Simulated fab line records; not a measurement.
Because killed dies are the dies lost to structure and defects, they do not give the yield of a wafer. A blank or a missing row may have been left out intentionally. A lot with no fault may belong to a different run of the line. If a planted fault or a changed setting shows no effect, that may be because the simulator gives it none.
Struck lot and sound lot, side by side || flow nand harc || 14 steps out of a route of 1302
Sound: wafers L805.1, L805.2, L805.5. Struck: wafer L815.3 (L815.1, L815.2, from the same lot, were not struck and are left out); the cause is given at the end.
Order at every step that has rows: each side's tool, ch and its chambers, its first start. Under that, the readings that differ: sound wafers || struck wafers || difference of the means || sigmas: that difference in standard deviations of wafers without a fault.
alike: words and numbers the same on both sides, and readings whose means are apart by under 2 such deviations; not compared: readings that were withheld, readings missing a value for some wafer, numbers with overlapping values and no deviation given by the record, and bounds like >300 which may hide the same value.
A row with sigmas, a row that says differs or no value, or rows on one side alone: a step with any of these is where the two part. Numbers that don't overlap but have no deviation are shown without sigmas and don't part them. Lack of a reading on every wafer of one side parts them only where that side has two or more wafers.

NHARC_A_ZERO_WELL_INSPECT_17:
  sound on defect inspect-01, day 10 22:21; struck on defect inspect-01, day 14 23:44
  alike: raw defect count
then, 3 steps without rows for these wafers: NHARC_A_SOURCE_PLATE_PRECLEAN_00 (cleans in HF-LAST, time 60 s); NHARC_A_SOURCE_PLATE_SRD_01; NHARC_A_SOURCE_PLATE_OXIDE_02 (material SiO2, target thk 10 nm, ox time 1362 s).
NHARC_A_SOURCE_PLATE_THK_MEAS_09: measures by ellipsometry.
  sound on film metro-02, day 11 06:40; struck on film metro-01, day 15 07:03
  alike: thk nm
then, 3 steps without rows for these wafers: NHARC_A_SOURCE_PLATE_PVD_04 (deposits WSi2, target thk 50 nm); NHARC_A_SOURCE_PLATE_CVD_03 (deposits poly-Si, target thk 200 nm, time 4000 s); NHARC_A_SOURCE_PLATE_ANNEAL_05 (time 1800 s).
NHARC_A_SOURCE_PLATE_THK_MEAS_06: measures by ellipsometry.
  sound on film metro-02, day 11 19:33; struck on film metro-01, day 15 19:30
{"reading": "thk nm (nm)", "sound": "203.6 203.8 202.2", "struck": 197.4, "difference": -5.8, "sigmas": -3}
NHARC_A_SOURCE_PLATE_INSPECT_08:
  sound on defect inspect-01, day 11 19:37; struck on defect inspect-01, day 15 19:35
  alike: raw defect count
NHARC_A_ONON_D1_DEP_00: target thk 1000 nm.
  sound on pecvd onon-04 ch 0, day 11 19:41; struck on pecvd onon-04 ch 0, day 15 19:39
  alike: sih4 flow sccm
NHARC_A_ONON_D1_THK_MEAS_02: measures by ellipsometry.
  sound on film metro-02, day 11 20:11; struck on film metro-02, day 15 20:10
{"reading": "thk nm (nm)", "sound": "996 997 996", "struck": 1478, "difference": "+482", "sigmas": "+51"}
after that, 1 step with no rows for these wafers: NHARC_A_ONON_D1_DEP_03 (target thk 1000 nm).
-- break in the record here, with 17 days between the starts of the struck wafers on either side (left off in module A_ONON_D1, picked up again in module END, where the first step shown is number 1302 on the route) --
NHARC_END_SORT_01:
  only the struck wafers appear in the record here, on prober-01 ch 0 at day 32 20:20; the sound ones have no rows

== WHERE THEY PART ==
First at NHARC_A_SOURCE_PLATE_THK_MEAS_06; last, within this record, at NHARC_END_SORT_01.

WHY: whatever the simulator had introduced
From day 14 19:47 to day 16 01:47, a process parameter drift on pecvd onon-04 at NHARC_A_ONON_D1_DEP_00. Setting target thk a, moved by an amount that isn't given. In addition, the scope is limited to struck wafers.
